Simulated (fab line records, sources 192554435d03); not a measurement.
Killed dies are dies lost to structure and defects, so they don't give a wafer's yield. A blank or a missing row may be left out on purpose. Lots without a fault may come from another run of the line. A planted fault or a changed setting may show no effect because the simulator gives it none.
Chamber matching | flow n5_finfet | N5_FIN_SAQP_ETCH_34 on rie_diel-06: 4 sister chambers
The step etches SiO2 in C4F6/O2, target depth 45 nm, time 15 s. 20 wafers are shown with their chamber, then 10 later ones without.

WAFERS WITH THEIR CHAMBER
wafer  | chamber | drypump_motor_current_A (A) | showerhead_plenum_p_Torr (Torr) | rf_vpp_V (V)
L074.1 | 0       | 5.8                         | 2.71                            | 647
L074.4 | 1       | 5.5                         | 2.74                            | 689
L074.6 | 3       | 5.0                         | 2.75                            | 672
L079.1 | 0       | 5.8                         | 2.70                            | 646
L079.2 | 3       | 5.0                         | 2.75                            | 669
L079.4 | 3       | 5.0                         | 2.75                            | 668
L080.1 | 3       | 5.0                         | 2.75                            | 669
L080.3 | 2       | 4.9                         | 2.97                            | 680
L080.6 | 2       | 4.9                         | 2.97                            | 678
L083.1 | 1       | 5.5                         | 2.73                            | 687
L083.4 | 2       | 4.9                         | 2.96                            | 679
L083.5 | 2       | 4.9                         | 2.96                            | 680
L086.1 | 3       | 5.0                         | 2.74                            | 669
L086.3 | 1       | 5.5                         | 2.73                            | 688
L086.5 | 2       | 4.9                         | 2.96                            | 681
L088.2 | 3       | 5.0                         | 2.74                            | 669
L088.5 | 1       | 5.5                         | 2.73                            | 688
L088.6 | 0       | 5.7                         | 2.69                            | 645
L089.4 | 3       | 5.0                         | 2.74                            | 670
L089.5 | 0       | 5.8                         | 2.69                            | 645

SIGNATURES (means of the wafers above)
reading                  | chamber 0 | chamber 1 | chamber 2 | chamber 3 | scatter within a chamber
drypump_motor_current_A  | 5.775     | 5.500     | 4.900     | 5.000     | 0.0217
showerhead_plenum_p_Torr | 2.6975    | 2.7325    | 2.9640    | 2.7457    | 0.00633
rf_vpp_V                 | 645.75    | 688.00    | 679.60    | 669.43    | 1.11
Rule: a wafer's distance from a chamber is the root of the sum, over the readings, of the square of ((its reading less the chamber's mean) divided by the reading's scatter). The wafer belongs to the nearest chamber; if the next one is less than 2 further off, it can't be placed. The scatter: the root of (the sum of the squares of (reading less its chamber's mean) over the shown wafers, divided by (wafers less chambers)).

WAFERS WITHOUT THEIR CHAMBER
wafer  | drypump_motor_current_A (A) | showerhead_plenum_p_Torr (Torr) | rf_vpp_V (V)
L089.6 | 5.0                         | 2.74                            | 670
L092.3 | 5.5                         | 2.73                            | 688
L092.5 | 5.8                         | 2.69                            | 645
L092.6 | 5.5                         | 2.73                            | 690
L094.1 | 4.9                         | 2.95                            | 679
L094.4 | 5.0                         | 2.73                            | 669
L094.6 | 4.9                         | 2.95                            | 678
L095.1 | 5.5                         | 2.72                            | 687
L095.3 | 5.0                         | 2.73                            | 670
L095.4 | 5.0                         | 2.73                            | 671

WHICH CHAMBER EACH WENT THROUGH
wafer  | from the rows above | in truth
L089.6 | 3                   | 3
L092.3 | 1                   | 1
L092.5 | 0                   | 0
L092.6 | 1                   | 1
L094.1 | 2                   | 2
L094.4 | 3                   | 3
L094.6 | 2                   | 2
L095.1 | 1                   | 1
L095.3 | 3                   | 3
L095.4 | 3                   | 3
Placed correctly: 10 of 10. Can't be placed from these rows: 0. Placed wrongly: 0.
